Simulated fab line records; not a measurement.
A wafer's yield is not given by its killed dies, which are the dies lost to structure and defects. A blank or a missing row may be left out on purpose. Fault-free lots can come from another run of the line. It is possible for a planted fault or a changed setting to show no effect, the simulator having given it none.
fab line records ; flow n5_finfet ; part 1 of 2: steps 1 to 3 of 6
record: lots: 23; wafers: 69; last_day: 17
route steps=1938 shown GATE_CUT@493 MOL_CONTACT_COAG@531
lots that met no fault: taken from a fault-free run of the same line
start_h: hours from the record's opening day to when the first of the lot's shown wafers began ; wait_h: hours from the lot's prior step to this one ; " identical to the entry in the row above ; L1.1+2: a row that stands for several wafers ; - no value, or no start given ; * or withheld: withheld ; < > ~ a bound
route shown NAME@n: NAME is a module with steps in the file, n the number in the route of the first one ; usual: mean and standard deviation over wafers with no fault ; same: alike in all rows ; chamber/n: place in a boat ; sites: the reading at each site ; _std_site: how widely they spread, as a standard deviation ; _edge_site: the outer-site mean with the inner-site mean subtracted ; radius_mm: for every site, how far away it sits from the centre of the wafer ; mask NAME#n: copy n ; behind: the tool/chamber that last shaped the wafer ; hold: why the lot was held/for how many hours/how that ended ; device: which transistor (n, p or np) failed to switch ; end of line: the same wafers' tests at the end of the route ; for a step that has no rows: nothing shown but its recipe ; killed: not the wafer's yield, but the dies lost to structure and defects at the first sort ; map: dies across one wafer; x = killed, . = not, _ = none there
set.NAME: the setting that was run; set.NAME@STEP: the one run at that earlier step ; model.NAME: the simulator's own value behind a step, which no gauge read
the route's steps for a sample of lots (tables are steps, rows are wafers)
services: from which hour (start_h, from the record's first day; less than 0 if before it) a tool's chamber was out of use, for how many hours, and why
== steps ==
step: N5_GATE_CUT_ETCH_37
recipe: chemistry: N2/H2; target: SOC; target_depth_a: 600; overetch_a: 120; mask_material: SiARC; temp_c: 40; time_s: 90; ion_energy_ev: 200; pressure_mtorr: 30; source_w: 840; bias_w: 150; n2_flow_sccm: 200; h2_flow_sccm: 200
usual: drypump_motor_current_A: 5.6/0.43; oes_product_au: 0.70/0.053; rf_fwd_power_W: 834/3.1; rf_vpp_V: 524.0/2.5; showerhead_plenum_p_Torr: 2.55/0.099; throttle_valve_pct: 17.74/0.21
lot.wafer;tool;chamber;start_h;wait_h;drypump_motor_current_A;oes_product_au;rf_fwd_power_W;rf_hours_counter_h;rf_vpp_V;showerhead_plenum_p_Torr;throttle_valve_pct
L074.1;rie_diel-02;0;86.01;0.0;5.0;0.69;824;140;525.4;2.53;17.60
L074.2;rie_diel-02;1;86.01;0.0;6.0;0.72;839;117;520.6;2.43;17.40
L074.4;rie_diel-02;2;86.01;0.0;5.9;0.67;840;171;524.5;2.52;17.86
L075.3;rie_diel-02;1;96.93;0.0;6.0;0.71;834;120;521.2;2.43;17.40
L075.4;rie_diel-02;3;96.93;0.0;5.5;0.69;831;125;528.6;2.67;17.99
L075.6;rie_diel-02;3;96.93;0.0;5.5;0.69;834;-;526.3;2.67;18.00
L076.1;rie_diel-06;1;97.10;0.0;4.7;0.63;833;204;522.3;2.50;17.74
L076.2;rie_diel-06;2;97.10;0.0;5.4;0.75;833;62;527.1;2.69;17.64
L076.4;rie_diel-06;0;97.10;0.0;5.6;0.60;833;251;525.4;2.61;17.82
L077.1;rie_diel-02;2;105.86;0.0;5.9;0.67;835;177;522.6;2.52;17.87
L077.2;rie_diel-02;3;105.86;0.0;5.4;0.69;833;127;527.7;2.67;18.00
L077.5;rie_diel-02;3;105.86;0.0;5.5;0.69;833;-;528.9;2.67;18.02
L079.1;rie_diel-02;3;114.23;0.0;5.5;0.69;833;131;527.8;2.67;18.01
L079.2;rie_diel-02;0;114.23;0.0;5.0;0.68;833;148;523.7;2.52;17.62
L079.6;rie_diel-02;2;114.23;0.0;5.9;0.67;835;-;522.4;2.52;17.87
L080.1;rie_diel-06;1;124.28;0.0;4.7;0.62;831;215;522.7;2.50;17.75
L080.2;rie_diel-06;2;124.28;0.0;5.4;0.74;838;72;526.8;2.68;17.66
L080.4;rie_diel-06;3;124.28;0.0;5.9;0.72;833;-;518.4;2.34;17.38
L081.2;rie_diel-02;2;124.67;0.0;5.9;0.67;831;183;523.0;2.52;17.88
L081.3;rie_diel-02;0;124.67;0.0;5.0;0.67;833;152;523.4;2.52;17.63
L081.6;rie_diel-02;1;124.67;0.0;6.0;0.71;839;-;521.9;2.43;17.42
L082.1;rie_diel-02;1;134.85;0.0;6.0;0.70;838;131;521.0;2.43;17.42
L082.2;rie_diel-02;2;134.85;0.0;5.9;0.66;833;186;523.7;2.52;17.90
L082.6;rie_diel-02;3;134.85;0.0;5.5;0.68;834;-;527.7;2.67;18.01
L083.1;rie_diel-02;1;136.59;0.0;6.1;0.70;834;132;519.8;2.43;17.44
L083.2;rie_diel-02;2;136.59;0.0;5.9;0.66;827;187;523.7;2.51;17.91
L083.5;rie_diel-02;0;136.59;0.0;5.0;0.68;834;-;523.7;2.52;17.63
L084.2;rie_diel-02;2;147.12;0.0;5.9;0.66;835;191;523.2;2.51;17.92
L084.4;rie_diel-02;1;147.12;0.0;6.1;0.70;835;136;521.5;2.43;17.44
L084.5;rie_diel-02;1;147.12;0.0;6.1;0.70;838;-;521.1;2.43;17.44
L085.1;rie_diel-05;2;153.50;0.0;5.1;0.76;834;60;527.8;2.70;17.70
L085.3;rie_diel-05;0;153.50;0.0;6.1;0.76;831;62;523.4;2.59;17.71
L085.5;rie_diel-05;3;153.50;0.0;5.2;0.79;829;-;525.5;2.61;17.89
L086.1;rie_diel-02;3;159.21;0.0;5.5;0.68;834;143;526.1;2.67;18.02
L086.4;rie_diel-02;1;159.21;0.0;6.0;0.70;839;139;521.1;2.43;17.45
L086.5;rie_diel-02;2;159.21;0.0;5.9;0.65;832;-;523.3;2.51;17.90
L087.1;rie_diel-02;2;164.30;0.0;5.9;0.66;828;197;522.9;2.51;17.90
L087.4;rie_diel-02;0;164.30;0.0;5.0;0.67;831;165;525.2;2.52;17.64
L087.5;rie_diel-02;2;164.30;0.0;5.9;0.65;831;-;522.7;2.51;17.90
L088.1;rie_diel-02;1;170.15;0.0;6.0;0.69;831;143;520.9;2.42;17.44
L088.3;rie_diel-02;3;170.15;0.0;5.5;0.67;834;147;527.7;2.66;18.02
L088.6;rie_diel-02;2;170.15;0.0;5.9;0.66;833;-;523.4;2.51;17.90
L089.3;rie_diel-06;3;176.41;0.0;5.9;0.71;841;138;518.2;2.33;17.42
L089.4;rie_diel-06;1;176.41;0.0;4.7;0.62;833;232;523.2;2.49;17.80
L089.6;rie_diel-06;3;176.41;0.0;5.9;0.71;840;-;518.9;2.33;17.40
L090.4;rie_diel-05;0;179.26;0.0;6.0;0.76;829;69;523.5;2.59;17.70
L090.5;rie_diel-05;0;179.26;0.0;6.0;0.75;835;-;523.4;2.59;17.72
L090.6;rie_diel-05;1;179.26;0.0;5.8;0.79;829;-;524.3;2.61;18.06
L091.2;rie_diel-05;3;184.70;0.0;5.1;0.78;829;46;524.8;2.61;17.91
L091.3;rie_diel-05;2;184.70;0.0;5.1;0.75;833;69;527.5;2.70;17.72
L091.5;rie_diel-05;0;184.70;0.0;6.0;0.75;832;-;524.0;2.59;17.74
L092.2;rie_diel-06;3;190.79;0.0;5.9;0.70;832;142;518.6;2.33;17.41
L092.4;rie_diel-06;2;190.79;0.0;5.4;0.72;834;93;527.9;2.67;17.68
L092.5;rie_diel-06;2;190.79;0.0;5.4;0.72;832;-;528.1;2.67;17.68
L093.1;rie_diel-02;2;199.02;0.0;5.9;0.65;836;206;522.6;2.51;17.93
L093.5;rie_diel-02;0;199.02;0.0;5.0;0.66;836;-;523.6;2.51;17.66
L093.6;rie_diel-02;3;199.02;0.0;5.5;0.66;832;-;527.2;2.66;18.04
L094.2;rie_diel-05;3;209.60;0.0;5.2;0.76;839;54;525.7;2.61;17.91
L094.4;rie_diel-05;0;209.60;0.0;6.1;0.74;830;-;524.4;2.58;17.73
L094.6;rie_diel-05;3;209.60;0.0;5.2;0.76;836;-;524.8;2.61;17.92
L095.1;rie_diel-05;3;210.99;0.0;5.2;0.77;836;55;524.7;2.61;17.93
L095.3;rie_diel-05;0;210.99;0.0;6.1;0.74;838;79;524.5;2.58;17.71
L095.5;rie_diel-05;1;210.99;0.0;5.8;0.78;835;-;523.3;2.61;18.07
L096.2;rie_diel-06;0;218.00;0.0;5.7;0.83;835;25;524.6;2.60;17.53
L096.4;rie_diel-06;3;218.00;0.0;5.9;0.70;832;151;519.7;2.33;17.44
L096.6;rie_diel-06;2;218.00;0.0;5.4;0.71;838;-;526.3;2.67;17.69
L097.2;rie_diel-06;0;223.20;0.0;5.7;0.81;835;27;525.3;2.60;17.53
L097.3;rie_diel-06;2;223.20;0.0;5.4;0.71;833;103;527.0;2.67;17.70
L097.4;rie_diel-06;3;223.20;0.0;5.9;0.69;838;152;519.1;2.33;17.43
step: N5_GATE_CUT_ALD_22
recipe: material: SiNx; target_thk_a: 160; temp_c: 400; ald_precursor_family: SiH2I2; ald_co_reactant: N2/H2-plasma; pulse_time_s: 1; ald_cycles: 320; purge_time_s: 2; co_reactant_purge_time_s: 2; pressure_torr: 2
usual: heater_power_outer_w: 509/53; heater_power_w: 840/60; precursor_pulse_height_rel: 1.001/0.022
lot.wafer;tool;chamber;start_h;wait_h;heater_power_outer_w;heater_power_w;precursor_pulse_height_rel
L074.1;ald_sin-01;0;86.77;0.0;600;978;1.040
L074.2;ald_sin-01;3;86.77;0.0;439;775;0.973
L074.4;ald_sin-01;2;86.77;0.0;476;838;1.005
L075.3;ald_sin-03;2;98.75;1.1;517;761;0.999
L075.4;ald_sin-03;2;98.75;1.1;533;782;1.006
L075.6;ald_sin-03;3;98.75;1.1;554;915;0.979
L076.1;ald_sin-01;1;98.86;1.0;474;765;1.009
L076.2;ald_sin-01;2;98.86;1.0;470;845;1.037
L076.4;ald_sin-01;3;98.86;1.0;455;783;0.980
L077.1;ald_sin-04;3;106.61;0.0;480;817;1.015
L077.2;ald_sin-04;0;106.61;0.0;569;860;1.001
L077.5;ald_sin-04;3;106.61;0.0;493;814;1.011
L079.1;ald_sin-04;3;114.99;0.0;491;802;1.007
L079.2;ald_sin-04;0;114.99;0.0;558;876;1.050
L079.6;ald_sin-04;0;114.99;0.0;558;871;0.988
L080.1;ald_sin-04;1;125.04;0.0;445;837;0.967
L080.2;ald_sin-04;0;125.04;0.0;574;841;0.983
L080.4;ald_sin-04;3;125.04;0.0;487;822;1.012
L081.2;ald_sin-01;1;125.43;0.0;479;770;1.017
L081.3;ald_sin-01;0;125.43;0.0;620;986;1.008
L081.6;ald_sin-01;2;125.43;0.0;463;848;0.992
L082.1;ald_sin-04;3;135.61;0.0;490;828;0.986
L082.2;ald_sin-04;0;135.61;0.0;562;853;1.005
L082.6;ald_sin-04;0;135.61;0.0;565;848;1.000
L083.1;ald_sin-04;1;137.55;0.2;428;814;0.986
L083.2;ald_sin-04;3;137.55;0.2;493;800;1.003
L083.5;ald_sin-04;0;137.55;0.2;584;837;1.024
L084.2;ald_sin-03;2;147.87;0.0;522;781;1.007
L084.4;ald_sin-03;0;147.87;0.0;532;778;1.003
L084.5;ald_sin-03;2;147.87;0.0;515;784;1.051
L085.1;ald_sin-04;2;154.45;0.2;551;896;0.996
L085.3;ald_sin-04;3;154.45;0.2;476;797;1.014
L085.5;ald_sin-04;1;154.45;0.2;433;827;1.012
L086.1;ald_sin-01;3;160.23;0.3;447;787;0.961
L086.4;ald_sin-01;2;160.23;0.3;473;849;0.989
L086.5;ald_sin-01;1;160.23;0.3;476;775;1.010
L087.1;ald_sin-04;2;165.06;0.0;552;878;0.989
L087.4;ald_sin-04;1;165.06;0.0;438;798;1.010
L087.5;ald_sin-04;2;165.06;0.0;536;888;1.021
L088.1;ald_sin-01;1;171.28;0.3;478;779;1.022
L088.3;ald_sin-01;3;171.28;0.3;455;791;1.031
L088.6;ald_sin-01;3;171.28;0.3;449;804;1.011
L089.3;ald_sin-03;1;177.18;0.0;470;814;0.992
L089.4;ald_sin-03;2;177.18;0.0;507;795;0.971
L089.6;ald_sin-03;0;177.18;0.0;526;781;0.996
L090.4;ald_sin-03;0;180.02;0.0;524;789;1.005
L090.5;ald_sin-03;0;180.02;0.0;530;816;0.950
L090.6;ald_sin-03;1;180.02;0.0;491;777;1.012
L091.2;ald_sin-01;2;186.03;0.6;474;871;1.015
L091.3;ald_sin-01;3;186.03;0.6;453;796;0.960
L091.5;ald_sin-01;0;186.03;0.6;618;978;1.012
L092.2;ald_sin-01;3;191.55;0.0;452;802;0.988
L092.4;ald_sin-01;0;191.55;0.0;612;979;0.997
L092.5;ald_sin-01;0;191.55;0.0;626;993;1.009
L093.1;ald_sin-04;0;199.78;0.0;562;847;1.018
L093.5;ald_sin-04;0;199.78;0.0;562;847;0.986
L093.6;ald_sin-04;1;199.78;0.0;443;828;0.991
L094.2;ald_sin-04;0;210.35;0.0;566;861;0.999
L094.4;ald_sin-04;2;210.35;0.0;533;930;0.984
L094.6;ald_sin-04;0;210.35;0.0;582;861;1.000
L095.1;ald_sin-03;3;211.74;0.0;565;950;1.003
L095.3;ald_sin-03;1;211.74;0.0;477;800;0.956
L095.5;ald_sin-03;3;211.74;0.0;561;926;0.996
L096.2;ald_sin-04;0;218.85;0.0;581;862;0.986
L096.4;ald_sin-04;1;218.85;0.0;435;803;1.016
L096.6;ald_sin-04;2;218.85;0.0;546;895;0.994
L097.2;ald_sin-01;1;223.96;0.0;465;762;1.076
L097.3;ald_sin-01;2;223.96;0.0;476;845;0.988
L097.4;ald_sin-01;0;223.96;0.0;630;976;1.009
step: N5_MOL_CONTACT_COAG_ETCH_105
recipe: chemistry: CF4; target: SiARC; target_depth_a: 156; mask_material: CAR-EUV; time_s: 26; ion_energy_ev: 80; pressure_mtorr: 40; source_w: 545; bias_w: 36; Ar_flow_sccm: 100; cf4_flow_sccm: 100; ends: cleared
usual: drypump_motor_current_A: 5.7/0.46; etch_rf_on_time_s: 25.5/0.8; oes_product_au: 0.70/0.078; rf_fwd_power_W: 532.2/2; rf_vpp_V: 184.5/1.3; showerhead_plenum_p_Torr: 2.19/0.093; throttle_valve_pct: 15.61/0.23
lot.wafer;tool;chamber;start_h;wait_h;drypump_motor_current_A;etch_rf_on_time_s;oes_product_au;rf_fwd_power_W;rf_hours_counter_h;rf_vpp_V;showerhead_plenum_p_Torr;throttle_valve_pct
L074.1;rie_diel-04;3;89.78;0.0;5.0;24.7;0.64;531.8;172;182.7;2.06;15.69
L074.2;rie_diel-04;1;89.78;0.0;5.8;25.6;0.86;532.4;1;183.0;2.09;15.32
L074.4;rie_diel-04;0;89.78;0.0;5.5;25.9;0.80;536.0;8;185.5;2.29;15.60
L075.3;rie_diel-04;3;101.92;0.0;5.1;25.0;0.63;531.3;177;183.3;2.06;15.71
L075.4;rie_diel-04;0;101.92;0.0;5.5;26.1;0.79;533.4;12;185.7;2.29;15.60
L075.6;rie_diel-04;0;101.92;0.0;5.5;25.9;0.79;535.3;-;185.2;2.29;15.59
L076.1;rie_diel-03;2;101.93;0.0;6.0;25.0;0.70;532.7;118;183.7;2.07;15.51
L076.2;rie_diel-03;1;101.93;0.0;5.2;24.5;0.81;529.8;24;185.5;2.29;15.37
L076.4;rie_diel-03;0;101.93;0.0;6.3;26.3;0.63;531.4;151;186.2;2.23;15.83
L077.1;rie_diel-03;1;109.73;0.0;5.2;24.6;0.80;532.0;26;185.5;2.29;15.38
L077.2;rie_diel-03;0;109.73;0.0;6.3;26.6;0.63;530.5;154;184.3;2.22;15.85
L077.5;rie_diel-03;3;109.73;0.0;5.6;26.5;0.60;531.6;-;183.9;2.24;16.12
L079.1;rie_diel-03;3;118.67;0.0;5.6;26.3;0.60;531.7;181;185.3;2.24;16.15
L079.2;rie_diel-03;0;118.67;0.0;6.2;26.6;0.63;527.4;158;185.4;2.22;15.87
L079.6;rie_diel-03;0;118.67;0.0;6.2;26.5;0.62;531.1;-;183.8;2.22;15.85
L080.1;rie_diel-04;0;128.24;0.0;5.6;25.9;0.76;534.7;22;185.1;2.29;15.62
L080.2;rie_diel-04;2;128.24;0.0;5.1;24.2;0.74;533.2;47;184.8;2.27;15.37
L080.4;rie_diel-04;1;128.24;0.0;5.8;26.2;0.80;531.6;16;183.8;2.09;15.36
L081.2;rie_diel-03;1;128.78;0.0;5.2;24.8;0.78;531.7;34;186.1;2.29;15.40
L081.3;rie_diel-03;3;128.78;0.0;5.6;26.3;0.60;530.0;184;182.8;2.24;16.12
L081.6;rie_diel-03;0;128.78;0.0;6.2;26.7;0.61;531.7;-;185.5;2.22;15.86
L082.1;rie_diel-03;3;138.73;0.0;5.6;26.5;0.60;529.6;188;183.3;2.23;16.14
L082.2;rie_diel-03;1;138.73;0.0;5.2;25.1;0.78;530.7;37;185.2;2.29;15.40
L082.6;rie_diel-03;2;138.73;0.0;6.0;24.9;0.69;535.2;-;182.5;2.06;15.54
L083.1;rie_diel-04;1;140.56;0.0;5.8;26.4;0.79;529.5;20;184.8;2.09;15.35
L083.2;rie_diel-04;0;140.56;0.0;5.6;26.3;0.75;535.4;26;184.3;2.29;15.62
L083.5;rie_diel-04;2;140.56;0.0;5.1;24.2;0.74;532.4;-;186.2;2.27;15.40
L084.2;rie_diel-03;1;150.88;0.0;5.2;24.9;0.78;529.8;43;185.5;2.29;15.42
L084.4;rie_diel-03;2;150.88;0.0;6.0;25.3;0.68;536.6;136;182.3;2.06;15.57
L084.5;rie_diel-03;2;150.88;0.0;6.0;25.1;0.68;536.8;-;182.8;2.06;15.56
L085.1;rie_diel-01;0;157.45;0.0;6.5;25.6;0.71;533.1;62;185.8;2.19;15.39
L085.3;rie_diel-01;2;157.45;0.0;5.1;25.9;0.85;531.6;2;185.3;2.29;15.61
L085.5;rie_diel-01;3;157.45;0.0;5.7;25.9;0.64;529.2;-;186.2;2.21;15.63
L086.1;rie_diel-04;1;163.36;0.0;5.8;26.1;0.78;534.6;28;183.5;2.08;15.38
L086.4;rie_diel-04;3;163.36;0.0;5.0;25.1;0.62;531.6;198;181.7;2.05;15.75
L086.5;rie_diel-04;3;163.36;0.0;5.0;25.0;0.62;529.6;-;182.5;2.05;15.77
L087.1;rie_diel-04;3;168.54;0.0;5.0;24.7;0.62;530.6;200;183.0;2.05;15.76
L087.4;rie_diel-04;1;168.54;0.0;5.8;26.0;0.77;532.3;31;185.1;2.08;15.38
L087.5;rie_diel-04;1;168.54;0.0;5.8;25.9;0.77;531.2;-;184.4;2.08;15.38
L088.1;rie_diel-04;2;174.30;0.0;5.1;24.1;0.73;534.1;63;185.9;2.27;15.39
L088.3;rie_diel-04;1;174.30;0.0;5.8;25.7;0.76;533.7;33;183.8;2.08;15.38
L088.6;rie_diel-04;1;174.30;0.0;5.8;25.9;0.77;531.4;-;183.0;2.08;15.39
L089.3;rie_diel-03;3;180.30;0.0;5.6;26.4;0.59;530.8;203;184.7;2.23;16.17
L089.4;rie_diel-03;1;180.30;0.0;5.2;24.4;0.77;532.2;54;187.1;2.28;15.43
L089.6;rie_diel-03;2;180.30;0.0;6.0;25.2;0.67;536.0;-;183.5;2.06;15.59
L090.4;rie_diel-01;1;183.45;0.0;5.7;25.9;0.61;529.9;199;184.1;2.05;15.63
L090.5;rie_diel-01;0;183.45;0.0;6.5;25.5;0.70;535.4;-;185.4;2.18;15.41
L090.6;rie_diel-01;3;183.45;0.0;5.7;25.8;0.63;531.6;-;184.7;2.21;15.65
L091.2;rie_diel-01;2;189.59;0.0;5.0;25.6;0.81;532.4;15;185.1;2.29;15.64
L091.3;rie_diel-01;3;189.59;0.0;5.7;26.1;0.63;531.0;191;182.9;2.21;15.64
L091.5;rie_diel-01;0;189.59;0.0;6.5;25.4;0.71;534.8;-;184.0;2.18;15.39
L092.2;rie_diel-03;0;195.16;0.0;6.3;26.3;0.60;530.6;189;185.8;2.21;15.93
L092.4;rie_diel-03;1;195.16;0.0;5.2;24.2;0.77;530.2;-;186.9;2.28;15.44
L092.5;rie_diel-03;0;195.16;0.0;6.3;26.1;0.61;528.9;-;186.8;2.21;15.91
L093.1;rie_diel-01;2;203.48;0.0;5.1;25.8;0.80;533.0;22;185.7;2.29;15.64
L093.5;rie_diel-01;1;203.48;0.0;5.8;26.0;0.60;530.1;-;182.6;2.04;15.64
L093.6;rie_diel-01;0;203.48;0.0;6.5;25.6;0.70;534.1;-;184.7;2.18;15.41
L094.2;rie_diel-03;0;213.52;0.0;6.3;26.6;0.59;530.6;200;183.7;2.21;15.93
L094.4;rie_diel-03;2;213.52;0.0;6.0;24.8;0.66;531.6;167;182.5;2.05;15.61
L094.6;rie_diel-03;2;213.52;0.0;6.0;24.8;0.66;531.3;-;182.1;2.05;15.60
L095.1;rie_diel-01;2;215.13;0.0;5.1;26.2;0.79;533.4;27;185.4;2.29;15.67
L095.3;rie_diel-01;1;215.13;0.0;5.7;26.2;0.60;534.3;214;182.9;2.04;15.64
L095.5;rie_diel-01;0;215.13;0.0;6.5;25.8;0.69;535.5;-;183.7;2.18;15.42
L096.2;rie_diel-03;2;222.15;0.0;6.0;24.8;0.65;533.1;171;182.8;2.05;15.62
L096.4;rie_diel-03;1;222.15;0.0;5.2;24.3;0.74;532.5;72;185.8;2.28;15.46
L096.6;rie_diel-03;2;222.15;0.0;6.0;24.9;0.66;534.1;-;183.6;2.05;15.64
L097.2;rie_diel-01;2;228.22;0.0;5.1;25.7;0.78;532.0;34;186.6;2.28;15.67
L097.3;rie_diel-01;3;228.22;0.0;5.7;26.1;0.61;529.7;211;184.7;2.20;15.69
L097.4;rie_diel-01;0;228.22;0.0;6.5;25.4;0.68;533.0;93;184.6;2.17;15.44
